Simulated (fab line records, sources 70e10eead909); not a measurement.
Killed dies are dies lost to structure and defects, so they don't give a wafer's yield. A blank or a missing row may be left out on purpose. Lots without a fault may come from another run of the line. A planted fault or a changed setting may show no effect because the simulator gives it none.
Which tool did it? | flow nand_harc | 12 lots, 36 wafers sampled, at 5 steps of a route of 1159

WHAT THE GAUGES READ, wafer by wafer
NHARC_END_SORT_01. Usual: killed_at_array 29, standard deviation 13; killed_at_other 0.7, standard deviation 1; killed_at_periphery 3.2, standard deviation 2.3; killed_dies 33, standard deviation 13; killed_open 3.3, standard deviation 1.7; killed_short 2.0, standard deviation 1.5.
lot  | measured     | on        | killed_at_array | killed_at_other | killed_at_periphery | killed_dies | killed_open | killed_short | flag
L209 | day 19 16:29 | prober-01 | 22 20 24        | 0 0 0           | 2 6 3               | 24 26 27    | 2 4 3       | 4 1 3        |
L211 | day 19 14:54 | prober-02 | 26 27 23        | 1 1 0           | 2 3 1               | 29 31 24    | 2 4 2       | 1 2 2        |
L213 | day 20 22:35 | prober-01 | 13 15 14        | 0 1 0           | 1 4 3               | 14 20 17    | 4 7 4       | 2 1 4        |
L222 | day 23 01:42 | prober-01 | 670 670 671     | 3 3 4           | 4 4 2               | 677 677 677 | 5 6 3       | 5 2 1        | OFF
L223 | day 23 02:31 | prober-02 | 676 672 675     | 0 0 0           | 1 5 2               | 677 677 677 | 3 4 3       | 1 3 1        | OFF
L224 | day 23 20:14 | prober-01 | 18 26 25        | 2 3 3           | 0 4 5               | 20 33 33    | 2 3 6       | 0 1 2        |
L226 | day 24 02:37 | prober-02 | 27 39 41        | 0 0 0           | 5 3 1               | 32 42 42    | 1 7 2       | 3 1 3        |
L227 | day 24 20:16 | prober-01 | 56 50 50        | 0 0 0           | 1 1 1               | 57 51 51    | 3 2 2       | 1 1 1        |
L228 | day 24 12:30 | prober-02 | 64 50 50        | 3 1 0           | 2 5 4               | 69 56 54    | 3 4 5       | 2 1 2        |

WHICH TOOL RAN EACH LOT (tool, then ch and the chambers of the sampled wafers, then the start)
lot  | NHARC_A_CHANNEL_HOLE_D1_ETCH_39    | NHARC_A_CHANNEL_FILL_D1_ALD_15                 | NHARC_A_CHANNEL_FILL_D1_ETCHBACK_20 | NHARC_A_CHANNEL_FILL_D1_STRIP_28
L209 | rie_diel-06 ch 0,1, day 8 01:47    | ald_sin_batch-01 ch 0, day 9 13:05 or earlier  | rie_diel-11 ch 0,3, day 9 13:05     | rie_diel-11 ch 0,2,3, day 9 13:11
L210 | rie_diel-07 ch 0,1, day 8 23:36    | ald_sin_batch-03 ch 0, day 10 06:43 or earlier | rie_diel-04 ch 0,3, day 10 06:43    | rie_diel-04 ch 0,1, day 10 06:49
L211 | rie_diel-05 ch 0,1,2, day 8 23:52  | ald_sin_batch-03 ch 0, day 10 06:43 or earlier | rie_diel-11 ch 1,2,3, day 10 06:43  | rie_diel-11 ch 0,1,2, day 10 06:48
L212 | rie_diel-07 ch 1,2, day 9 14:35    | ald_sin_batch-03 ch 0, day 10 22:04 or earlier | rie_diel-10 ch 1,2, day 10 22:04    | rie_diel-10 ch 1,2, day 10 22:10
L213 | rie_diel-06 ch 1,2, day 9 14:47    | ald_sin_batch-03 ch 0, day 10 22:05 or earlier | rie_diel-04 ch 0,3, day 10 22:05    | rie_diel-04 ch 2,3, day 10 22:10
L216 | rie_diel-07 ch 0,1,2, day 10 05:41 | ald_sin_batch-01 ch 0, day 11 15:24 or earlier | rie_diel-04 ch 1,2,3, day 11 15:24  | rie_diel-04 ch 0,1,3, day 11 15:29
L222 | rie_diel-05 ch 0,1,2, day 11 20:16 | -                                              | -                                   | -
L223 | rie_diel-05 ch 2,3, day 12 02:25   | -                                              | -                                   | -
L224 | rie_diel-06 ch 2,3, day 12 11:07   | ald_sin_batch-01 ch 0, day 13 17:53 or earlier | rie_diel-11 ch 0,1,3, day 13 17:53  | rie_diel-11 ch 2,3, day 13 17:58
L226 | rie_diel-06 ch 0,2,3, day 12 19:04 | ald_sin_batch-01 ch 0, day 14 05:10 or earlier | rie_diel-04 ch 0,2,3, day 14 05:10  | rie_diel-04 ch 0,1,2, day 14 05:15
L227 | rie_diel-07 ch 0,2,3, day 12 19:20 | ald_sin_batch-01 ch 0, day 14 05:11 or earlier | rie_diel-10 ch 0,2,3, day 14 05:11  | rie_diel-10 ch 0,2,3, day 14 05:15
L228 | rie_diel-06 ch 0,1,3, day 13 10:27 | ald_sin_batch-01 ch 0, day 14 19:23 or earlier | rie_diel-04 ch 0,1,2, day 14 19:23  | rie_diel-04 ch 1,2,3, day 14 19:28
- NHARC_A_CHANNEL_HOLE_D1_ETCH_39: etches the open film in N2/H2, target depth 260 nm, time 325 s.
- NHARC_A_CHANNEL_FILL_D1_ALD_15: deposits SiNx, target thk 2 nm, pulse time 60 s, ald cycles 19.
- NHARC_A_CHANNEL_FILL_D1_ETCHBACK_20: etches the open film in C4F8/O2/Ar, target depth 27 nm, time 13.5 s.
- NHARC_A_CHANNEL_FILL_D1_STRIP_28: strips in O2, time 20 s.

WHAT THE TOOLS THEMSELVES READ (means of the sampled wafers that have a number; where no wafer has one, the mark that the record gives instead)
NHARC_A_CHANNEL_HOLE_D1_ETCH_39. Usual: drypump_motor_current_A 5.7 A, standard deviation 0.43; mfc_ar_sccm 0.006 sccm, standard deviation 0.0088; oes_product_au 1.001 a.u., standard deviation 0.011; rf_vpp_V 430.5 V, standard deviation 2.7; run_length_s 346.3 s, standard deviation 0.5; showerhead_plenum_p_Torr 2.04 Torr, standard deviation 0.09; throttle_valve_pct 14.171 %, standard deviation 0.0089.
lot  | tool        | drypump_motor_current_A (A) | mfc_ar_sccm (sccm) | oes_product_au (a.u.) | rf_vpp_V (V) | run_length_s (s) | showerhead_plenum_p_Torr (Torr) | throttle_valve_pct (%) | flag
L209 | rie_diel-06 | 6.0                         | 0.016              | 0.993                 | 428.8        | 346.2            | 1.97                            | 14.174                 |
L210 | rie_diel-07 | 6.2                         | 0.000              | 1.002                 | 432.3        | 346.2            | 2.12                            | 14.177                 |
L211 | rie_diel-05 | 5.4                         | 0.012              | 1.016                 | 431.8        | 346.3            | 2.07                            | 14.179                 |
L212 | rie_diel-07 | 6.2                         | 0.000              | 0.990                 | 433.5        | 346.4            | 2.15                            | 14.172                 |
L213 | rie_diel-06 | 5.8                         | 0.004              | 1.006                 | 427.6        | 345.9            | 1.92                            | 14.167                 |
L216 | rie_diel-07 | 6.3                         | 0.000              | 0.994                 | 432.7        | 346.2            | 2.12                            | 14.170                 |
L222 | rie_diel-05 | 5.4                         | 0.012              | 1.016                 | 431.5        | 205.0            | 2.07                            | 14.169                 | OFF
L223 | rie_diel-05 | 5.5                         | 0.013              | 1.014                 | 432.1        | 205.2            | 2.05                            | 14.173                 | OFF
L224 | rie_diel-06 | 5.4                         | 0.000              | 0.998                 | 426.6        | 346.1            | 1.93                            | 14.173                 |
L226 | rie_diel-06 | 5.5                         | 0.008              | 1.003                 | 429.5        | 346.1            | 1.99                            | 14.173                 |
L227 | rie_diel-07 | 6.4                         | 0.000              | 0.997                 | 431.0        | 346.3            | 2.06                            | 14.158                 |
L228 | rie_diel-06 | 5.6                         | 0.012              | 1.013                 | 428.0        | 346.0            | 1.97                            | 14.170                 |

NHARC_A_CHANNEL_FILL_D1_ALD_15. Usual: precursor_pulse_height_rel 1.001, standard deviation 0.022.
lot  | tool             | precursor_pulse_height_rel | flag
L209 | ald_sin_batch-01 | 0.979                      |
L210 | ald_sin_batch-03 | 1.014                      |
L211 | ald_sin_batch-03 | 0.968                      |
L212 | ald_sin_batch-03 | 1.007                      |
L213 | ald_sin_batch-03 | 1.008                      |
L216 | ald_sin_batch-01 | 0.984                      |
L224 | ald_sin_batch-01 | 1.009                      |
L226 | ald_sin_batch-01 | 1.001                      |
L227 | ald_sin_batch-01 | 1.015                      |
L228 | ald_sin_batch-01 | 0.992                      |

NHARC_A_CHANNEL_FILL_D1_ETCHBACK_20. Usual: oes_product_au 0.96 a.u., standard deviation 0.037; rf_vpp_V 979 V, standard deviation 6.1.
lot  | tool        | oes_product_au (a.u.) | rf_vpp_V (V) | flag
L209 | rie_diel-11 | 0.99                  | 973          |
L210 | rie_diel-04 | 0.92                  | 979          |
L211 | rie_diel-11 | 1.00                  | 981          |
L212 | rie_diel-10 | 0.95                  | 983          |
L213 | rie_diel-04 | 0.93                  | 982          |
L216 | rie_diel-04 | 0.92                  | 979          |
L224 | rie_diel-11 | 0.92                  | 975          |
L226 | rie_diel-04 | 1.01                  | 982          |
L227 | rie_diel-10 | 0.91                  | 981          |
L228 | rie_diel-04 | 1.01                  | 979          |

NHARC_A_CHANNEL_FILL_D1_STRIP_28. Usual: drypump_motor_current_A 5.5 A, standard deviation 0.41; mfc_ar_sccm 0.011 sccm, standard deviation 0.0085; oes_product_au 0.995 a.u., standard deviation 0.011; rf_vpp_V 57.8 V, standard deviation 0.98; showerhead_plenum_p_Torr 3.56 Torr, standard deviation 0.15; throttle_valve_pct 17.036 %, standard deviation 0.0093.
lot  | tool        | drypump_motor_current_A (A) | mfc_ar_sccm (sccm) | oes_product_au (a.u.) | rf_vpp_V (V) | showerhead_plenum_p_Torr (Torr) | throttle_valve_pct (%) | flag
L209 | rie_diel-11 | 5.7                         | 0.014              | 0.984                 | 56.8         | 3.49                            | 17.035                 |
L210 | rie_diel-04 | 5.5                         | 0.009              | 1.008                 | 57.3         | 3.54                            | 17.033                 |
L211 | rie_diel-11 | 5.5                         | 0.010              | 0.996                 | 58.2         | 3.55                            | 17.040                 |
L212 | rie_diel-10 | 5.8                         | 0.014              | 0.997                 | 59.1         | 3.58                            | 17.031                 |
L213 | rie_diel-04 | 5.6                         | 0.020              | 1.000                 | 58.0         | 3.68                            | 17.035                 |
L216 | rie_diel-04 | 5.5                         | 0.008              | 1.000                 | 57.5         | 3.49                            | 17.042                 |
L224 | rie_diel-11 | 5.7                         | 0.010              | 0.989                 | 58.0         | 3.53                            | 17.040                 |
L226 | rie_diel-04 | 5.7                         | 0.013              | 1.009                 | 57.7         | 3.57                            | 17.030                 |
L227 | rie_diel-10 | 5.6                         | 0.010              | 0.989                 | 58.4         | 3.58                            | 17.025                 |
L228 | rie_diel-04 | 5.8                         | 0.012              | 0.994                 | 57.3         | 3.53                            | 17.039                 |

THE ANSWER, worked out from the rows above alone
Rule: a lot is off if the mean of its wafers that have a number lies more than 3 standard deviations from the usual mean. A lot without any number at a reading at which 4 lots or more have one is off too. The other lots that the step has rows for count as sound. The gauges are gone through in route order, then the tools' own readings, and for those a lot's mean is taken as printed above. The first step at which some lot is off is used, and at that step the reading that is off furthest; a lot without a number counts as furthest.
Off: L222, L223, at NHARC_END_SORT_01 (killed_at_array). Neither off nor sound, because the step has no rows for them: L210, L212, L216.
A tool fits if, at a process step before that reading, it ran every lot that is off, and no sound lot after the first of them. The gauges at NHARC_END_SORT_01 aren't tried: what is off there is off at NHARC_A_CHANNEL_HOLE_D1_ETCH_39 too, on other tools, and a gauge's error can't cause that. NHARC_A_CHANNEL_FILL_D1_ALD_15 gives no start for some lots, so the hours and the order of its lots are those of NHARC_A_CHANNEL_FILL_D1_ETCHBACK_20. One fits: rie_diel-05 at NHARC_A_CHANNEL_HOLE_D1_ETCH_39. Its last sound lot is L211 (day 8 23:52), its first lot that is off L222 (day 11 20:16): a fault that began between those two fits.
The tool's own readings at NHARC_A_CHANNEL_HOLE_D1_ETCH_39 bear it out: on the lots that are off they differ by more than 5 times the standard deviation of the sound lots' means. run_length_s reads 205.1 s there against 346.1 s on the sound lots.

WHAT THE SIMULATOR HAD PUT IN
Process parameter drift: rie_diel-05, from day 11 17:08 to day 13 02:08, at NHARC_A_CHANNEL_HOLE_D1_ETCH_39. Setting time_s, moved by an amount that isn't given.
Lots struck among those shown: L222, L223. The rule above found the same.
